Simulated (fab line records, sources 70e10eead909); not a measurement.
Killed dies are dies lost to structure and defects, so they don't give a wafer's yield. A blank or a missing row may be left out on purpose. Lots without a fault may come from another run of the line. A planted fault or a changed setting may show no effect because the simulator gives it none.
Which tool did it? | flow nand_harc | 13 lots, 39 wafers sampled, at 6 steps of a route of 1302

WHAT THE GAUGES READ, wafer by wafer
NHARC_A_SOURCE_PLATE_THK_MEAS_09: measures by ellipsometry. Usual: thk_nm 9.6 nm, standard deviation 0.91.
lot  | measured     | on            | thk_nm (nm)    | flag
L416 | day 7 09:09  | film_metro-01 | 8.7 9.2 10.1   |
L417 | day 7 22:57  | film_metro-01 | 10.5 10.2 9.8  |
L419 | day 8 12:13  | film_metro-02 | 9.9 9.4 8.2    |
L420 | day 9 06:02  | film_metro-01 | 7.5 9.3 10.7   |
L421 | day 9 17:39  | film_metro-01 | 9.2 9.7 9.1    |
L422 | day 9 17:39  | film_metro-02 | 10.1 10.0 11.4 |
L430 | day 13 06:27 | film_metro-01 | 9.2 10.0 9.1   |
L428 | day 13 06:27 | film_metro-02 | 11.2 9.5 9.7   |
L431 | day 14 00:16 | film_metro-01 | 9.3 10.4 9.4   |
L433 | day 15 01:53 | film_metro-01 | 10.8 9.6 9.5   |
L435 | day 15 16:45 | film_metro-02 | 9.8 10.1 8.9   |
L436 | day 16 04:29 | film_metro-02 | 9.4 9.4 9.3    |
L437 | day 16 08:12 | film_metro-01 | 8.6 10.8 10.1  |

NHARC_A_ONON_D1_THK_MEAS_08: measures by ellipsometry. Usual: thk_nm 1002 nm, standard deviation 9.3.
lot  | measured     | on            | thk_nm (nm)    | flag
L416 | day 7 23:55  | film_metro-02 | 994 993 992    |
L417 | day 8 13:37  | film_metro-01 | 1001 997 999   |
L419 | day 9 02:50  | film_metro-02 | 993 996 995    |
L420 | day 9 22:56  | film_metro-01 | 987 986 986    |
L421 | day 10 08:56 | film_metro-01 | 998 999 999    |
L422 | day 10 08:56 | film_metro-02 | 1002 1002 1000 |
L430 | day 13 22:05 | film_metro-01 | 1015 1013 1014 |
L428 | day 13 22:05 | film_metro-02 | 1015 1016 1014 |
L431 | day 14 14:30 | film_metro-01 | 990 991 992    |
L433 | day 15 16:33 | film_metro-01 | 1014 1013 1012 |
L435 | day 16 07:31 | film_metro-01 | 1005 1005 1005 |
L436 | day 16 19:13 | film_metro-01 | 998 996 998    |
L437 | day 16 22:52 | film_metro-01 | 1009 1010 1009 |

NHARC_A_ONON_D1_THK_MEAS_27: measures by ellipsometry. Usual: thk_nm 997 nm, standard deviation 11.
lot  | measured     | on            | thk_nm (nm)    | flag
L416 | day 8 10:31  | film_metro-01 | 1002 1000 1001 |
L417 | day 9 02:04  | film_metro-01 | 1005 1008 1006 |
L419 | day 9 13:26  | film_metro-01 | 985 1325 985   | OFF
L420 | day 10 14:08 | film_metro-01 | 989 990 987    |
L421 | day 10 21:51 | film_metro-01 | 1350 1011 1011 | OFF
L422 | day 10 21:50 | film_metro-02 | 1001 1002 1000 |
L430 | day 14 11:41 | film_metro-01 | 1000 1002 1003 |
L428 | day 14 11:20 | film_metro-02 | 1005 1008 1007 |
L431 | day 15 01:10 | film_metro-01 | 1007 1007 1005 |
L433 | day 16 02:59 | film_metro-01 | 985 986 985    |
L435 | day 16 18:10 | film_metro-01 | 991 994 991    |
L436 | day 17 05:51 | film_metro-01 | 1004 1006 1002 |
L437 | day 17 13:41 | film_metro-02 | 1003 1003 1005 |

NHARC_END_SORT_01. Usual: killed_at_array 49, standard deviation 19; killed_at_other 0.9, standard deviation 1.1; killed_at_periphery 4.0, standard deviation 2.7; killed_dies 54, standard deviation 19; killed_open 3.3, standard deviation 1.8; killed_short 2.6, standard deviation 1.6.
lot  | measured     | on        | killed_at_array | killed_at_other | killed_at_periphery | killed_dies | killed_open | killed_short | flag
L416 | day 24 15:23 | prober-02 | 60 63 90        | 0 0 0           | 9 1 4               | 69 64 94    | 2 2 1       | 3 0 1        |
L419 | day 25 07:05 | prober-01 | 86 667 69       | 0 0 0           | 5 10 2              | 91 677 71   | 3 2 5       | 1 3 0        | OFF
L420 | day 26 18:16 | prober-01 | 18              | 0               | 3                   | 21          | 4           | 1            |
L421 | day 26 08:05 | prober-02 | 671 69 66       | 1 1 1           | 5 4 2               | 677 74 69   | 0 2 1       | 3 2 4        | OFF
L422 | day 26 07:14 | prober-01 | 86 65 85        | 0 1 0           | 5 0 3               | 91 66 88    | 4 1 2       | 4 3 5        |
L428 | day 30 19:33 | prober-02 | 86 79 63        | 1 1 2           | 0 2 2               | 87 82 67    | 3 4 4       | 1 1 1        |
L435 | day 33 19:03 | prober-02 | 61 55 40        | 0 0 0           | 4 1 5               | 65 56 45    | 4 2 3       | 6 2 2        |
L436 | day 33 11:19 | prober-01 | 68 57 65        | 4 2 5           | 3 4 3               | 75 63 73    | 4 6 1       | 1 3 3        |

WHICH TOOL RAN EACH LOT (tool, then ch and the chambers of the sampled wafers, then the start)
lot  | NHARC_A_ZERO_WELL_RTA_16         | NHARC_A_ONON_D1_DEP_25
L416 | rtp_anneal-02 ch 0, day 7 03:38  | pecvd_onon-04 ch 0, day 8 10:01
L417 | rtp_anneal-01 ch 0, day 7 15:04  | pecvd_onon-04 ch 0, day 9 01:40
L419 | rtp_anneal-01 ch 0, day 8 07:08  | pecvd_onon-04 ch 0, day 9 12:56
L420 | rtp_anneal-02 ch 0, day 8 22:33  | pecvd_onon-02 ch 0, day 10 13:41
L421 | rtp_anneal-02 ch 0, day 9 10:11  | pecvd_onon-04 ch 0, day 10 21:23
L422 | rtp_anneal-02 ch 0, day 9 12:54  | pecvd_onon-02 ch 0, day 10 21:20
L430 | rtp_anneal-01 ch 0, day 12 23:00 | pecvd_onon-03 ch 0, day 14 11:10
L428 | rtp_anneal-01 ch 0, day 12 23:31 | pecvd_onon-03 ch 0, day 14 10:53
L431 | rtp_anneal-01 ch 0, day 13 17:17 | pecvd_onon-04 ch 0, day 15 00:46
L433 | rtp_anneal-02 ch 0, day 14 18:54 | pecvd_onon-03 ch 0, day 16 02:29
L435 | rtp_anneal-02 ch 0, day 15 09:16 | pecvd_onon-04 ch 0, day 16 17:39
L436 | rtp_anneal-02 ch 0, day 15 21:20 | pecvd_onon-04 ch 0, day 17 05:20
L437 | rtp_anneal-01 ch 0, day 16 00:32 | pecvd_onon-04 ch 0, day 17 13:11
- NHARC_A_ZERO_WELL_RTA_16: time 10 s.
- NHARC_A_ONON_D1_DEP_25: target thk 1000 nm.

WHAT THE TOOLS THEMSELVES READ (means of the sampled wafers that have a number; where no wafer has one, the mark that the record gives instead)
NHARC_A_ZERO_WELL_RTA_16. Usual: lamp_power_pct 29.51 %, standard deviation 0.26; lamp_zone_2_pct 29.50 %, standard deviation 0.26; lamp_zone_3_pct 29.51 %, standard deviation 0.26; lamp_zone_4_pct 29.50 %, standard deviation 0.27; lamp_zone_5_pct 29.51 %, standard deviation 0.27; wafer_temp_C_max 1004.3, standard deviation 0.92.
lot  | tool          | lamp_power_pct (%) | lamp_zone_2_pct (%) | lamp_zone_3_pct (%) | lamp_zone_4_pct (%) | lamp_zone_5_pct (%) | wafer_temp_C_max | flag
L416 | rtp_anneal-02 | 29.75              | 29.75               | 29.71               | 29.76               | 29.76               | 1004.2           |
L417 | rtp_anneal-01 | 29.25              | 29.23               | 29.25               | 29.27               | 29.27               | 1004.4           |
L419 | rtp_anneal-01 | 29.21              | 29.24               | 29.22               | 29.18               | 29.24               | 1003.8           |
L420 | rtp_anneal-02 | 29.73              | 29.70               | 29.77               | 29.71               | 29.70               | 1004.8           |
L421 | rtp_anneal-02 | 29.78              | 29.77               | 29.75               | 29.72               | 29.75               | 1005.3           |
L422 | rtp_anneal-02 | 29.73              | 29.74               | 29.77               | 29.77               | 29.74               | 1004.9           |
L430 | rtp_anneal-01 | 29.27              | 29.25               | 29.23               | 29.23               | 29.22               | 1004.2           |
L428 | rtp_anneal-01 | 29.21              | 29.26               | 29.26               | 29.24               | 29.24               | 1003.3           |
L431 | rtp_anneal-01 | 29.17              | 29.16               | 29.17               | 29.16               | 29.17               | 1004.2           |
L433 | rtp_anneal-02 | 29.76              | 29.74               | 29.76               | 29.76               | 29.75               | 1004.2           |
L435 | rtp_anneal-02 | 29.74              | 29.72               | 29.75               | 29.72               | 29.75               | 1005.0           |
L436 | rtp_anneal-02 | 29.75              | 29.76               | 29.77               | 29.72               | 29.77               | 1004.1           |
L437 | rtp_anneal-01 | 29.24              | 29.22               | 29.22               | 29.24               | 29.23               | 1003.3           |

THE ANSWER, worked out from the rows above alone
Rule: a lot is off if the mean of its wafers that have a number lies more than 3 standard deviations from the usual mean. A lot without any number at a reading at which 4 lots or more have one is off too. The other lots that the step has rows for count as sound. The gauges are gone through in route order, then the tools' own readings, and for those a lot's mean is taken as printed above. The first step at which some lot is off is used, and at that step the reading that is off furthest; a lot without a number counts as furthest.
Off: L419, L421, at NHARC_A_ONON_D1_THK_MEAS_27 (thk_nm).
A tool fits if, at a process step before that reading, it ran every lot that is off, and no sound lot after the first of them. The gauges at NHARC_A_ONON_D1_THK_MEAS_27 aren't tried: what is off there is off at NHARC_END_SORT_01 too, on other tools, and a gauge's error can't cause that. None of those tried fits.

WHAT THE SIMULATOR HAD PUT IN
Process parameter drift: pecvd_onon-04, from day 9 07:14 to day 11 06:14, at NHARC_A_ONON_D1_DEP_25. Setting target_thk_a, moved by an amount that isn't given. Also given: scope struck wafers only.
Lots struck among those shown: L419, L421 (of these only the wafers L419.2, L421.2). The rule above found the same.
